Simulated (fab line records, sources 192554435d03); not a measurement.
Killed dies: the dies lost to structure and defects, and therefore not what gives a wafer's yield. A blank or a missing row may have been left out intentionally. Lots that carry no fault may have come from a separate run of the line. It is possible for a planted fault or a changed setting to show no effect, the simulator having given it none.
fab line records    flow n5Finfet
[record] lots = 7  wafers = 21
route steps=1938 shown PMOS_HMC_CHANNEL_EPI@57 FIN_SAQP@125 DUMMY_GATE@237 SD_EPI_P@306 HKMG_FIN@424 GATE_CUT@493 MOL_CONTACT_COAG@559
startH: hours from the record's opening day to when the first of the lot's shown wafers began    waitH: hours elapsed since this lot's preceding step    " unchanged from the row above    L1.1+2: one row covering several wafers at once    - either no value or no given start    * or withheld: withheld    < > ~ a bound
route shown NAME@n: a module of which the file shows steps, and the number in the route of the first    usual: average and standard deviation across the fault-free wafers    same: alike in all rows    chamber/n: place in a boat    sites: per-site readings    _std_site: their standard deviation    _edge_site: inner sites' mean taken away from outer sites' mean    radiusMm: for every site, how far away it sits from the centre of the wafer    mask NAME#n: copy n    behind: the tool/chamber that last shaped the wafer    hold: the reason the lot was held/the length of the hold in hours/how it ended    device: the n, p or np transistor that did not switch    end of line: tests of these same wafers at the route's end    a step without rows: its recipe alone    killed: dies that structure and defects cost at the first sort, which is not the same as the wafer's yield    map: dies across one wafer; x = killed, . = not, _ = none there
set.NAME: the run value of the setting; set.NAME@STEP: its run value at that earlier step    model.NAME: the simulator's own value behind a step, which no gauge read
lots run with intentionally changed settings; tables by step, rows by wafer
[[steps]]
[step N5_PMOS_HMC_CHANNEL_EPI_HM_DEP_34]
[recipe] material = SiO2  targetThkA = 360  tempC = 400  precursor = TEOS/O2  pressureTorr = 6.5  rfW = 900  teosFlowSccm = 161.4  gas = O2  flowSccm = 2650  timeS = 6.9
lot.wafer  tool      chamber  startH  waitH  set.timeS  model.SiO2_of_PMOS_HMC_CHANNEL_EPI_HM_DEP_34.thkNm
L077.1     pecvd-02  1        35.15   0.0    6.9        36.1
L077.2     "         0        "       "      6.9        35.79
L077.4     "         2        "       "      6.9        36.29
L079.1     pecvd-01  1        46.60   0.0    6.9        36.27
L079.3     "         0        "       "      6.9        35.88
L079.4     "         1        "       "      6.9        36.68
L087.1     pecvd-01  1        95.79   0.0    6.491      33.83
L087.2     "         0        "       "      6.9        34.89
L087.4     "         2        "       "      6.9        36.21
L089.2     pecvd-02  1        107.14  0.0    6.9        35.6
L089.3     "         2        "       "      6.9        35.84
L089.6     "         2        "       "      6.9        36.35
L092.2     pecvd-01  2        125.23  0.0    6.06       31.52
L092.4     "         0        "       "      6.9        35.97
L092.5     "         2        "       "      6.9        36.04
L093.3     pecvd-02  0        131.10  0.0    7.39       38.74
L093.5     "         0        "       "      6.9        35.75
L093.6     "         2        "       "      7.39       38.91
L096.3     pecvd-02  0        149.07  0.0    6.9        35.65
L096.4     "         1        "       "      6.9        36.88
L096.6     "         0        "       "      6.9        36.4
[step N5_PMOS_HMC_CHANNEL_EPI_PEB_07]
[recipe] pebTempC = 110  pebTimeS = 60  resist = CAR-ArF-block
lot.wafer   tool           chamber  startH  waitH  set.pebTempC
L077.1      lithoTrack-01  0        35.36   0.1    107
L077.2+4    "              0        "       "      110
L079.1+3+4  lithoTrack-04  0        46.81   0.1    110
L087.1      lithoTrack-03  0        96.00   0.1    112
L087.2+4    "              0        "       "      110
L089.2+3+6  lithoTrack-01  0        107.48  0.0    110
L092.2+5    lithoTrack-03  0        125.57  0.0    112
L092.4      "              0        "       "      110
L093.3+5    lithoTrack-03  0        131.44  0.0    111.1
L093.6      "              0        "       "      110
L096.3+4    lithoTrack-01  0        149.41  0.0    108.7
L096.6      "              0        "       "      110
[step N5_PMOS_HMC_CHANNEL_EPI_DEVELOP_08]
[recipe] developTimeS = 30  developer = TMAH  resist = CAR-ArF-block  devTempC = 23  rinseLiquid = diw  dry = airSpin
[step N5_PMOS_HMC_CHANNEL_EPI_CD_MEAS_09]
[recipe] targetCdNm = 237.4  landingEnergyEv = 500  detector = seInlens
[usual] cdNm = 237.4/0.89
lot.wafer  tool      chamber  startH  waitH  set.pebTempC@PMOS_HMC_CHANNEL_EPI_PEB_07  cdNm
L077.1     cdSem-03  0        35.43   -      107                                       226.4
L077.2     "         0        "       "      110                                       236.5
L077.4     "         0        "       "      110                                       238.2
L079.1     cdSem-02  0        46.88   -      110                                       236.4
L079.3     "         0        "       "      110                                       236.2
L079.4     "         0        "       "      110                                       237.7
L087.1     cdSem-01  0        96.07   -      112                                       241.8
L087.2     "         0        "       "      110                                       235.9
L087.4     "         0        "       "      110                                       236.7
L089.2     cdSem-02  0        107.55  -      110                                       236.1
L089.3     "         0        "       "      110                                       236.5
L089.6     "         0        "       "      110                                       235.8
L092.2     cdSem-02  0        125.64  -      112                                       243.4
L092.4     "         0        "       "      110                                       236.3
L092.5     "         0        "       "      112                                       242.7
L093.3     cdSem-02  0        131.51  -      111.1                                     240.4
L093.5     "         0        "       "      111.1                                     242.5
L093.6     "         0        "       "      110                                       238.7
L096.3     cdSem-03  0        149.48  -      108.7                                     232.4
L096.4     "         0        "       "      108.7                                     232.0
L096.6     "         0        "       "      110                                       237.4
[step N5_PMOS_HMC_CHANNEL_EPI_DESCUM_14]
[recipe] chemistry = O2  timeS = 7.9  sourcePowerW = 50  biasPowerW = 20  pressureMtorr = 20  rfFrequencyHz = 2.712e+07  tempC = 40  resist = CAR-ArF-block  o2FlowSccm = 225
lot.wafer  tool        chamber  startH  waitH  set.pebTempC@PMOS_HMC_CHANNEL_EPI_PEB_07  model.PMOS_HMC_CHANNEL_EPI.cdNm
L077.1     rieDiel-01  2        35.84   0.3    107                                       226.5
L077.2     "           0        "       "      110                                       236.7
L077.4     "           3        "       "      110                                       238.3
L079.1     rieDiel-03  3        47.71   0.8    110                                       236.5
L079.3     "           1        "       "      110                                       236.4
L079.4     "           2        "       "      110                                       237.6
L087.1     rieDiel-01  0        96.19   0.1    112                                       241.6
L087.2     "           3        "       "      110                                       235.8
L087.4     "           3        "       "      110                                       236.5
L089.2     rieDiel-03  3        107.64  0.0    110                                       235.8
L089.3     "           1        "       "      110                                       236.8
L089.6     "           2        "       "      110                                       236
L092.2     rieDiel-03  1        125.76  0.1    112                                       243.1
L092.4     "           3        "       "      110                                       236.3
L092.5     "           2        "       "      112                                       242.5
L093.3     rieDiel-02  2        131.84  0.3    111.1                                     240.4
L093.5     "           1        "       "      111.1                                     242.3
L093.6     "           0        "       "      110                                       238.5
L096.3     rieDiel-02  2        149.57  0.0    108.7                                     232.3
L096.4     "           3        "       "      108.7                                     232
L096.6     "           3        "       "      110                                       236.9
[step N5_PMOS_HMC_CHANNEL_EPI_ETCH_32]
[recipe] chemistry = N2/H2  target = BARC  stopOn = SiO2  targetDepthA = 858  overEtchFrac = 0.3  timeS = 50.3  ionEnergyEv = 200  maskMaterial = CAR-ArF-block  pressureMtorr = 30  sourceW = 840  biasW = 150  n2FlowSccm = 200  h2FlowSccm = 200
lot.wafer  tool        chamber  startH  waitH  set.pebTempC@PMOS_HMC_CHANNEL_EPI_PEB_07  model.PMOS_HMC_CHANNEL_EPI.cdNm
L077.1     rieDiel-01  2        35.88   0.0    107                                       229.2
L077.2     "           0        "       "      110                                       238.7
L077.4     "           3        "       "      110                                       239.9
L079.1     rieDiel-03  3        47.75   0.0    110                                       238.9
L079.3+4   "           1,2      "       "      110                                       239.2
L087.1     rieDiel-01  0        96.23   0.0    112                                       243.5
L087.2     "           3        "       "      110                                       237.5
L087.4     "           3        "       "      110                                       238.9
L089.2     rieDiel-03  3        107.67  0.0    110                                       237.6
L089.3     "           1        "       "      110                                       238.8
L089.6     "           2        "       "      110                                       237.8
L092.2     rieDiel-03  1        125.79  0.0    112                                       244.7
L092.4     "           3        "       "      110                                       238.9
L092.5     "           2        "       "      112                                       244.4
L093.3     rieDiel-02  2        131.87  0.0    111.1                                     243.8
L093.5     "           1        "       "      111.1                                     245.1
L093.6     "           0        "       "      110                                       242.2
L096.3     rieDiel-02  2        149.60  0.0    108.7                                     234.5
L096.4     "           3        "       "      108.7                                     233.6
L096.6     "           3        "       "      110                                       239.3
[step N5_PMOS_HMC_CHANNEL_EPI_HM_OPEN_15]
[recipe] chemistry = CHF3/O2  target = SiO2  maskMaterial = CAR-ArF-block  targetDepthA = 406  CHF3_flow_sccm = 50  O2_flow_sccm = 5  Ar_flow_sccm = 200  timeS = 20.3  pressureMtorr = 30  sourceW = 650  biasW = 170  ionEnergyEv = 200
[step N5_PMOS_HMC_CHANNEL_EPI_STRIP_33]
[recipe] chemistry = N2/H2  powerW = 500  tempC = 40  pressureMtorr = 50  rfFrequencyHz = 6e+07  overashFraction = 0.3  biasPowerW = 8  h2Frac = 0.5  n2FlowSccm = 300  h2FlowSccm = 300
[step N5_PMOS_HMC_CHANNEL_EPI_STRIP_17]
[recipe] chemistry = SPM  timeS = 750  tempC = 130  h2so4H2o2VolRatio = 4  dry = ipaMarangoni
[step N5_PMOS_HMC_CHANNEL_EPI_ETCH_38]
[recipe] chemistry = CF4  target = SiO2  targetDepthA = 15  ionEnergyEv = 350  pressureMtorr = 10  icpW = 800  biasW = 400  cf4FlowSccm = 80
[step N5_PMOS_HMC_CHANNEL_EPI_FIN_RECESS_16]
[recipe] chemistry = HBr/Cl2  target = Si  maskMaterial = SiO2  targetDepthA = 540  timeS = 18  pressureMtorr = 10  icpW = 800  biasW = 75  HBr_flow_sccm = 150  Cl2_flow_sccm = 80
lot.wafer  tool      chamber  startH  waitH  set.timeS@PMOS_HMC_CHANNEL_EPI_HM_DEP_34  model.SiO2_of_PMOS_HMC_CHANNEL_EPI_HM_DEP_34.thkNm
L077.1     rieSi-02  2        36.30   0.0    6.9                                       30.43
L077.2     "         3        "       "      6.9                                       30.3
L077.4     "         0        "       "      6.9                                       30.67
L079.1     rieSi-01  3        48.17   0.0    6.9                                       30.73
L079.3     "         1        "       "      6.9                                       30.39
L079.4     "         2        "       "      6.9                                       31
L087.1     rieSi-02  3        96.65   0.0    6.491                                     28.29
L087.2     "         0        "       "      6.9                                       29.25
L087.4     "         2        "       "      6.9                                       30.42
L089.2     rieSi-01  1        108.10  0.0    6.9                                       30.09
L089.3     "         0        "       "      6.9                                       30.21
L089.6     "         3        "       "      6.9                                       30.78
L092.2     rieSi-04  3        126.22  0.0    6.06                                      25.71
L092.4     "         2        "       "      6.9                                       30.47
L092.5     "         1        "       "      6.9                                       30.23
L093.3     rieSi-04  0        132.31  0.0    7.39                                      33.24
L093.5     "         0        "       "      6.9                                       30.24
L093.6     "         2        "       "      7.39                                      33.45
L096.3     rieSi-01  2        150.02  0.0    6.9                                       29.93
L096.4     "         0        "       "      6.9                                       31.29
L096.6     "         0        "       "      6.9                                       30.83
[step N5_FIN_SAQP_SPACER1_ALD_24]
[recipe] material = SiO2  targetThkA = 203  tempC = 300  aldPrecursorFamily = BDEAS  aldCoReactant = O2-plasma  pulseTimeS = 1  purgeTimeS = 2  coReactantPurgeTimeS = 2  aldCycles = 218  pressureTorr = 2
lot.wafer   tool       chamber  startH  waitH  set.tempC
L077.1+2+4  aldSin-02  0,3,1    42.04   0.3    300
L079.1+3+4  aldSin-03  0,1,2    53.39   0.3    300
L087.1+2+4  aldSin-02  2,1,0    102.27  0.4    300
L089.2      aldSin-01  1        113.41  0.3    300
L089.3+6    "          0,1      "       "      307.1
L092.2      aldSin-01  0        132.10  1.1    300
L092.4+5    "          1,0      "       "      311.6
L093.3+5+6  aldSin-03  3,1,0    138.43  0.2    300
L096.3+6    aldSin-02  2,3      154.95  0.2    292.9
L096.4      "          2        "       "      300
[step N5_FIN_SAQP_SPACER1_ETCHBACK_25]
[recipe] chemistry = CHF3/O2  mode = anisotropicEtchback  target = SiO2  targetDepthA = 244  timeS = 12.2  pressureMtorr = 30  sourceW = 650  biasW = 170  Ar_flow_sccm = 200  CHF3_flow_sccm = 50  O2_flow_sccm = 5  ionEnergyEv = 200
[step N5_FIN_SAQP_MANDREL1_REMOVE_56]
[recipe] chemistry = HBr/Cl2/O2  btTimeS = 10  target = a-Si  stopOn = SiNx  endpoint = OES-SiCl  overEtchFrac = 1  icpW = 600  biasW = 22  HBr_flow_sccm = 150  Cl2_flow_sccm = 80  O2_flow_sccm = 5  pressureMtorr = 10
[step N5_FIN_SAQP_CD_MEAS_27]
[recipe] targetCdNm = 20  landingEnergyEv = 1000  detector = seInlens  polarity = line
[usual] cdNm = 20.30/0.23
lot.wafer  tool      chamber  startH  waitH  set.tempC@FIN_SAQP_SPACER1_ALD_24  cdNm
L077.1     cdSem-01  0        42.95   0.1    300                                20.59
L077.2     "         0        "       "      300                                20.21
L077.4     "         0        "       "      300                                20.14
L079.1     cdSem-01  0        54.41   0.1    300                                20.30
L079.3     "         0        "       "      300                                20.23
L079.4     "         0        "       "      300                                20.11
L087.1     cdSem-01  0        103.19  0.1    300                                20.51
L087.2     "         0        "       "      300                                20.13
L087.4     "         0        "       "      300                                20.12
L089.2     cdSem-02  0        114.34  0.1    300                                20.32
L089.3     "         0        "       "      307.1                              19.77
L089.6     "         0        "       "      307.1                              19.39
L092.2     cdSem-03  0        133.37  0.1    300                                20.82
L092.4     "         0        "       "      311.6                              19.67
L092.5     "         0        "       "      311.6                              20.02
L093.3     cdSem-03  0        139.39  0.1    300                                20.36
L093.5     "         0        "       "      300                                20.31
L093.6     "         0        "       "      300                                20.34
L096.3     cdSem-01  0        155.96  0.1    292.9                              20.86
L096.4     "         0        "       "      300                                20.28
L096.6     "         0        "       "      292.9                              20.75
[step N5_FIN_SAQP_COAT_68]
[recipe] resist = SOC  tempC = 250  timeS = 60  spinRpm = 1500  resistThkNm = 100
lot.wafer  tool           chamber  startH  waitH  set.spinRpm  model.SOC_of_FIN_SAQP_COAT_68.thkNm
L077.1+2   lithoTrack-05  0        43.60   0.3    1568         97.8
L077.4     "              0        "       "      1500         100
L079.1+3   lithoTrack-01  0        55.06   0.3    1500         99.8
L079.4     "              0        "       "      1500         99.6
L087.1     lithoTrack-01  0        103.85  0.3    1500         100.4
L087.2     "              0        "       "      1500         100.2
L087.4     "              0        "       "      1500         100
L089.2     lithoTrack-01  0        115.03  0.3    1500         99.8
L089.3     "              0        "       "      1606         96.8
L089.6     "              0        "       "      1500         100.2
L092.2     lithoTrack-01  0        134.12  0.3    1500         99.8
L092.4     "              0        "       "      1451         101.6
L092.5     "              0        "       "      1500         100.2
L093.3+6   lithoTrack-01  0        140.07  0.2    1500         100.2
L093.5     "              0        "       "      1378         104.6
L096.3     lithoTrack-01  0        156.86  0.2    1500         99.6
L096.4+6   "              0        "       "      1500         99.8
[step N5_DUMMY_GATE_ETCH_37]
[recipe] chemistry = N2/H2  target = SOC  targetDepthA = 600  overetchA = 300  tempC = 40  ionEnergyEv = 200  pressureMtorr = 30  sourceW = 840  biasW = 150  n2FlowSccm = 200  h2FlowSccm = 200
[usual] rfVppV = 525/3.2
lot.wafer  tool        chamber  startH  waitH  set.sourceW  rfVppV  model.SiARC_of_DUMMY_GATE_COAT_35.thkNm
L077.1     rieDiel-03  3        66.50   0.0    840          527     5.2
L077.2     "           0        "       "      840          523     5.2
L077.4     "           2        "       "      840          529     5
L079.1     rieDiel-03  3        76.33   0.0    840          527     5
L079.3     "           2        "       "      840          527     5
L079.4     "           1        "       "      840          523     5.2
L087.1     rieDiel-03  2        126.12  0.0    840          527     5
L087.2     "           3        "       "      840          528     5
L087.4     "           1        "       "      840          524     5.2
L089.2     rieDiel-03  3        136.12  0.0    765.5        543     5.2
L089.3     "           2        "       "      765.5        544     5.2
L089.6     "           0        "       "      765.5        540     5.4
L092.2     rieDiel-02  0        155.21  0.0    840          523     5
L092.4     "           1        "       "      939.9        501     4.6
L092.5     "           2        "       "      939.9        499     4.6
L093.3     rieDiel-03  0        160.99  0.0    840          523     5.2
L093.5     "           1        "       "      728.4        550     5.6
L093.6     "           3        "       "      840          526     5
L096.3     rieDiel-03  1        179.94  0.0    840          523     5.2
L096.4     "           2        "       "      898.9        517     4.8
L096.6     "           1        "       "      840          523     5.2
[step N5_DUMMY_GATE_ETCH_32]
[recipe] chemistry = CF4  target = SiO2  targetDepthA = 35  timeS = 3.9  ionEnergyEv = 350  pressureMtorr = 10  icpW = 800  biasW = 400  cf4FlowSccm = 80
lot.wafer  tool      chamber  startH  waitH  set.timeS  model.etch.depthNm
L077.1     rieSi-01  0        67.02   0.1    3.9        3.492
L077.2     "         3        "       "      3.212      2.877
L077.4     "         1        "       "      3.9        3.395
L079.1     rieSi-01  0        76.86   0.1    3.9        3.498
L079.3     "         3        "       "      3.9        3.483
L079.4     "         2        "       "      3.9        3.55
L087.1     rieSi-02  2        126.65  0.1    3.9        3.527
L087.2     "         0        "       "      3.181      2.83
L087.4     "         1        "       "      3.181      2.879
L089.2     rieSi-04  2        136.93  0.1    3.9        3.383
L089.3     "         3        "       "      3.9        3.617
L089.6     "         0        "       "      3.9        3.369
L092.2     rieSi-02  0        155.73  0.1    3.492      3.082
L092.4     "         3        "       "      3.492      3.081
L092.5     "         2        "       "      3.9        3.48
L093.3     rieSi-02  0        161.63  0.1    3.344      2.952
L093.5     "         1        "       "      3.9        3.502
L093.6     "         2        "       "      3.9        3.511
L096.3     rieSi-01  1        180.58  0.1    3.156      2.687
L096.4     "         1        "       "      3.9        3.319
L096.6     "         0        "       "      3.9        3.555
[step N5_SD_EPI_P_DESCUM_14]
[recipe] chemistry = O2  timeS = 7.9  sourcePowerW = 50  biasPowerW = 20  pressureMtorr = 20  rfFrequencyHz = 2.712e+07  tempC = 40  resist = CAR-ArF-block  o2FlowSccm = 225
lot.wafer  tool        chamber  startH  waitH  set.timeS  model.CAR-ArF-block_of_SD_EPI_P_COAT_03.thkNm
L077.1+2   rieDiel-03  2,0      74.35   0.0    6.402      143.6
L077.4     "           1        "       "      7.9        142.4
L079.1+4   rieDiel-02  1,3      83.99   0.0    7.9        144.2
L079.3     "           0        "       "      7.9        144
L087.1     rieDiel-03  0        133.39  0.4    7.9        143.8
L087.2     "           3        "       "      7.9        143.6
L087.4     "           2        "       "      7.9        144
L089.2     rieDiel-03  1        144.82  0.0    7.9        143
L089.3     "           2        "       "      7.9        143.2
L089.6     "           3        "       "      7.9        143.4
L092.2     rieDiel-02  0        162.66  0.2    9.05       143.2
L092.4     "           1        "       "      7.9        143.6
L092.5     "           1        "       "      9.05       143
L093.3     rieDiel-02  2        167.93  0.0    9.554      142.4
L093.5+6   "           2,1      "       "      9.554      142.2
L096.3     rieDiel-01  3        189.48  0.0    7.9        143.6
L096.4+6   "           0,2      "       "      7.9        143.8
[step N5_HKMG_FIN_COAT_06]
[recipe] resist = CAR-ArF  spinRpm = 1500  resistThkNm = 90
lot.wafer  tool           chamber  startH  waitH  set.spinRpm  model.CAR-ArF_of_HKMG_FIN_COAT_06.thkNm
L077.1     lithoTrack-03  0        -       -      1500         90.4
L077.2     "              0        "       "      1500         90.8
L077.4     "              0        "       "      1355         95.2
L079.1+3   lithoTrack-03  0        -       -      1500         89.8
L079.4     "              0        "       "      1500         90.2
L087.1     lithoTrack-03  0        -       -      1500         90
L087.2     "              0        "       "      1500         90.2
L087.4     "              0        "       "      1500         90.4
L089.2+6   lithoTrack-04  0        -       -      1621         86.4
L089.3     "              0        "       "      1500         89.8
L092.2     lithoTrack-04  0        -       -      1387         93.6
L092.4+5   "              0        "       "      1500         90
L093.3     lithoTrack-03  0        -       -      1500         90.2
L093.5     "              0        "       "      1500         90
L093.6     "              0        "       "      1500         89.6
L096.3+6   lithoTrack-03  0        -       -      1500         89.8
L096.4     "              0        "       "      1500         90
[step N5_HKMG_FIN_EBR_08]
[recipe] solvent = PGMEA  ebrWidthMm = 1.5
[step N5_HKMG_FIN_SOFTBAKE_07]
[recipe] tempC = 110  timeS = 60  resist = CAR-ArF
[step N5_HKMG_FIN_EXPOSE_09]
[recipe] maskId = NWFM  na = 1.35  sourceShape = conventional  sigmaOuter = 0.8  polarization = unpolarized  doseMj = 39.25
[step N5_HKMG_FIN_PEB_10]
[recipe] pebTempC = withheld  pebTimeS = 60  resist = CAR-ArF
[step N5_HKMG_FIN_DEVELOP_11]
[recipe] developTimeS = 30  developer = TMAH  resist = CAR-ArF  devTempC = 23  rinseLiquid = diw  dry = airSpin
lot.wafer   tool           chamber  startH  waitH  set.spinRpm@HKMG_FIN_COAT_06  model.CAR-ArF_of_HKMG_FIN_COAT_06.thkNm
L077.1      lithoTrack-03  0        -       -      1500                          88.8
L077.2      "              0        "       "      1500                          89
L077.4      "              0        "       "      1355                          93.6
L079.1+3    lithoTrack-02  0        -       -      1500                          88.2
L079.4      "              0        "       "      1500                          88.4
L087.1+2    lithoTrack-04  0        -       -      1500                          88.4
L087.4      "              0        "       "      1500                          88.6
L089.2+6    lithoTrack-02  0        -       -      1621                          84.6
L089.3      "              0        "       "      1500                          88
L092.2      lithoTrack-03  0        -       -      1387                          92
L092.4      "              0        "       "      1500                          88.4
L092.5      "              0        "       "      1500                          88.2
L093.3+5    lithoTrack-02  0        -       -      1500                          88.4
L093.6      "              0        "       "      1500                          88
L096.3+4+6  lithoTrack-03  0        -       -      1500                          88.2
[step N5_GATE_CUT_ETCH_37]
[recipe] chemistry = N2/H2  target = SOC  targetDepthA = 600  overetchA = 120  maskMaterial = SiARC  tempC = 40  timeS = 90  ionEnergyEv = 200  pressureMtorr = 30  sourceW = 840  biasW = 150  n2FlowSccm = 200  h2FlowSccm = 200
[usual] rfVppV = 525.0/2.8
lot.wafer  tool        chamber  startH  waitH  set.biasW  rfVppV  model.SiARC_of_GATE_CUT_COAT_35.thkNm
L077.1     rieDiel-03  3        104.28  0.0    150        528.3   6
L077.2     "           2        "       "      124.9      468.7   6.8
L077.4     "           0        "       "      150        523.5   6.2
L079.1     rieDiel-02  0        117.02  0.0    150        524.3   6
L079.3     "           1        "       "      150        521.0   6
L079.4     "           3        "       "      150        530.4   6
L087.1     rieDiel-03  0        162.64  0.0    150        524.5   6.2
L087.2     "           1        "       "      150        522.3   6.2
L087.4     "           3        "       "      150        527.2   6
L089.2     rieDiel-03  2        175.70  0.0    168.4      567.3   5.4
L089.3     "           1        "       "      168.4      561.6   5.4
L089.6     "           1        "       "      150        524.0   6.2
L092.2     rieDiel-03  0        193.43  0.0    173.9      574.1   5.4
L092.4     "           1        "       "      150        523.1   6.2
L092.5     "           2        "       "      150        527.1   6
L093.3     rieDiel-01  0        197.76  0.0    176.7      582.7   5.4
L093.5     "           3        "       "      176.7      581.5   5
L093.6     "           2        "       "      150        528.0   6
L096.3     rieDiel-01  1        219.21  0.0    150        526.1   6.2
L096.4     "           2        "       "      124.3      469.1   6.8
L096.6     "           1        "       "      150        527.0   6.2
[step N5_MOL_CONTACT_COAG_ALD_27]
[recipe] material = SiOC  targetThkA = 170  tempC = 400  aldPrecursorFamily = carbosiloxane  aldCoReactant = H2-plasma  pulseTimeS = 1.5  timeS = 2720  purgeTimeS = 2  coReactantPurgeTimeS = 2  aldCycles = 340  pressureTorr = 2
lot.wafer  tool       chamber  startH  waitH  set.timeS  model.SiOC_of_MOL_CONTACT_COAG_ALD_27.thkNm
L077.1+2   aldSin-01  3,2      114.96  0.0    2720       17.2
L077.4     "          0        "       "      2720       17
L079.1     aldSin-01  2        129.74  0.0    2720       17.2
L079.3     "          0        "       "      2720       16.8
L079.4     "          1        "       "      2720       17
L087.1+2   aldSin-03  3,0      176.96  0.1    2720       17
L087.4     "          2        "       "      2873       17.2
L089.2     aldSin-01  3        186.36  0.0    3183       17.2
L089.3+6   "          1,0      "       "      2720       17
L092.2+4   aldSin-02  1,0      204.17  0.0    2720       17
L092.5     "          2        "       "      2215       13.8
L093.3     aldSin-03  1        207.69  0.0    2120       13.4
L093.5     "          0        "       "      2120       13.2
L093.6     "          3        "       "      2720       17
L096.3+6   aldSin-03  0,2      229.35  0.0    2882       17
L096.4     "          3        "       "      2720       17
[[key]]
[split] step = N5_PMOS_HMC_CHANNEL_EPI_HM_DEP_34  setting = timeS  stated = 6.9  by = wafer
[response] step = N5_PMOS_HMC_CHANNEL_EPI_HM_DEP_34  reading = model.SiO2_of_PMOS_HMC_CHANNEL_EPI_HM_DEP_34.thkNm  change = +0.37  per = 1%  r = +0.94
[response] step = N5_PMOS_HMC_CHANNEL_EPI_FIN_RECESS_16  reading = model.SiO2_of_PMOS_HMC_CHANNEL_EPI_HM_DEP_34.thkNm  change = +0.375  per = 1%  r = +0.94
[split] step = N5_PMOS_HMC_CHANNEL_EPI_PEB_07  setting = pebTempC  stated = 110  by = wafer
[response] step = N5_PMOS_HMC_CHANNEL_EPI_CD_MEAS_09  reading = cdNm  change = +3.71  per = 1%  r = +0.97
[response] step = N5_PMOS_HMC_CHANNEL_EPI_DESCUM_14  reading = model.PMOS_HMC_CHANNEL_EPI.cdNm  change = +3.68  per = 1%  r = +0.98
[response] step = N5_PMOS_HMC_CHANNEL_EPI_ETCH_32  reading = model.PMOS_HMC_CHANNEL_EPI.cdNm  change = +3.39  per = 1%  r = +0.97
[split] step = N5_FIN_SAQP_SPACER1_ALD_24  setting = tempC  stated = 300  by = wafer
[response] step = N5_FIN_SAQP_CD_MEAS_27  reading = cdNm  change = -0.259  per = 1%  r = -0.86
[split] step = N5_FIN_SAQP_COAT_68  setting = spinRpm  stated = 1500  by = wafer
[response] step = N5_FIN_SAQP_COAT_68  reading = model.SOC_of_FIN_SAQP_COAT_68.thkNm  change = -0.5  per = 1%  r = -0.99
[split] step = N5_DUMMY_GATE_ETCH_37  setting = sourceW  stated = 840  by = wafer
[response] step = N5_DUMMY_GATE_ETCH_37  reading = rfVppV  change = -1.76  per = 1%  r = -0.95
[response] step = N5_DUMMY_GATE_ETCH_37  reading = model.SiARC_of_DUMMY_GATE_COAT_35.thkNm  change = -0.0387  per = 1%  r = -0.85
[split] step = N5_DUMMY_GATE_ETCH_32  setting = timeS  stated = 3.9  by = wafer
[response] step = N5_DUMMY_GATE_ETCH_32  reading = model.etch.depthNm  change = +0.0367  per = 1%  r = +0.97
[split] step = N5_SD_EPI_P_DESCUM_14  setting = timeS  stated = 7.9  by = wafer
[response] step = N5_SD_EPI_P_DESCUM_14  reading = model.CAR-ArF-block_of_SD_EPI_P_COAT_03.thkNm  change = -0.0526  per = 1%  r = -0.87
[split] step = N5_HKMG_FIN_COAT_06  setting = spinRpm  stated = 1500  by = wafer
[response] step = N5_HKMG_FIN_COAT_06  reading = model.CAR-ArF_of_HKMG_FIN_COAT_06.thkNm  change = -0.46  per = 1%  r = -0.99
[response] step = N5_HKMG_FIN_DEVELOP_11  reading = model.CAR-ArF_of_HKMG_FIN_COAT_06.thkNm  change = -0.468  per = 1%  r = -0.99
[split] step = N5_GATE_CUT_ETCH_37  setting = biasW  stated = 150  by = wafer
[response] step = N5_GATE_CUT_ETCH_37  reading = rfVppV  change = +3.23  per = 1%  r = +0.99
[response] step = N5_GATE_CUT_ETCH_37  reading = model.SiARC_of_GATE_CUT_COAT_35.thkNm  change = -0.0442  per = 1%  r = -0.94
[split] step = N5_MOL_CONTACT_COAG_ALD_27  setting = timeS  stated = 2720  by = wafer
[response] step = N5_MOL_CONTACT_COAG_ALD_27  reading = model.SiOC_of_MOL_CONTACT_COAG_ALD_27.thkNm  shape = bent  atLowest = 13.3  atStated = 17.03  atHighest = 17.2
